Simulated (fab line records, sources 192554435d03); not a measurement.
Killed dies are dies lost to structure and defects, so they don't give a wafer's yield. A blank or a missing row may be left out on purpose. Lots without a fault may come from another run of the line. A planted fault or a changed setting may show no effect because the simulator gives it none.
Chamber matching | flow n5_finfet | N5_BEOL_M3_ETCHBACK_99 on rie_diel-06: 4 sister chambers
The step etches SiO2 in CHF3, target depth 5 nm, time 10.4 s. 16 wafers are shown with their chamber, then 8 later ones without.

WAFERS WITH THEIR CHAMBER
wafer  | chamber | showerhead_plenum_p_Torr (Torr) | throttle_valve_pct (%) | rf_vpp_V (V)
L075.3 | 1       | 2.19                            | 16.66                  | 236
L075.4 | 2       | 2.12                            | 17.18                  | 235
L075.5 | 0       | 2.22                            | 17.26                  | 248
L079.1 | 2       | 2.12                            | 17.21                  | 235
L079.3 | 1       | 2.18                            | 16.65                  | 237
L079.4 | 3       | 2.03                            | 16.92                  | 233
L084.3 | 0       | 2.22                            | 17.28                  | 248
L084.4 | 3       | 2.03                            | 16.93                  | 235
L084.6 | 3       | 2.03                            | 16.94                  | 234
L086.1 | 1       | 2.18                            | 16.68                  | 238
L086.2 | 0       | 2.21                            | 17.30                  | 249
L086.6 | 1       | 2.18                            | 16.69                  | 237
L087.1 | 0       | 2.21                            | 17.29                  | 247
L087.5 | 0       | 2.21                            | 17.30                  | 248
L087.6 | 1       | 2.18                            | 16.71                  | 237
L088.1 | 3       | 2.03                            | 16.94                  | 234

SIGNATURES (means of the wafers above)
reading                  | chamber 0 | chamber 1 | chamber 2 | chamber 3 | scatter within a chamber
showerhead_plenum_p_Torr | 2.2140    | 2.1820    | 2.1200    | 2.0300    | 0.00408
throttle_valve_pct       | 17.2860   | 16.6780   | 17.1950   | 16.9325   | 0.0185
rf_vpp_V                 | 248.00    | 237.00    | 235.00    | 234.00    | 0.707
Rule: a wafer's distance from a chamber is the root of the sum, over the readings, of the square of ((its reading less the chamber's mean) divided by the reading's scatter). The wafer belongs to the nearest chamber; if the next one is less than 2 further off, it can't be placed. The scatter: the root of (the sum of the squares of (reading less its chamber's mean) over the shown wafers, divided by (wafers less chambers)).

WAFERS WITHOUT THEIR CHAMBER
wafer  | showerhead_plenum_p_Torr (Torr) | throttle_valve_pct (%) | rf_vpp_V (V)
L088.2 | 2.18                            | 16.69                  | 237
L088.5 | 2.21                            | 17.30                  | 248
L094.3 | 2.03                            | 16.97                  | 235
L094.4 | 2.11                            | 17.25                  | 233
L094.6 | 2.11                            | 17.25                  | 234
L096.1 | 2.17                            | 16.71                  | 237
L096.2 | 2.11                            | 17.24                  | 233
L096.4 | 2.21                            | 17.32                  | 249

WHICH CHAMBER EACH WENT THROUGH
wafer  | from the rows above | in truth
L088.2 | 1                   | 1
L088.5 | 0                   | 0
L094.3 | 3                   | 3
L094.4 | 2                   | 2
L094.6 | 2                   | 2
L096.1 | 1                   | 1
L096.2 | 2                   | 2
L096.4 | 0                   | 0
Placed correctly: 8 of 8. Can't be placed from these rows: 0. Placed wrongly: 0.
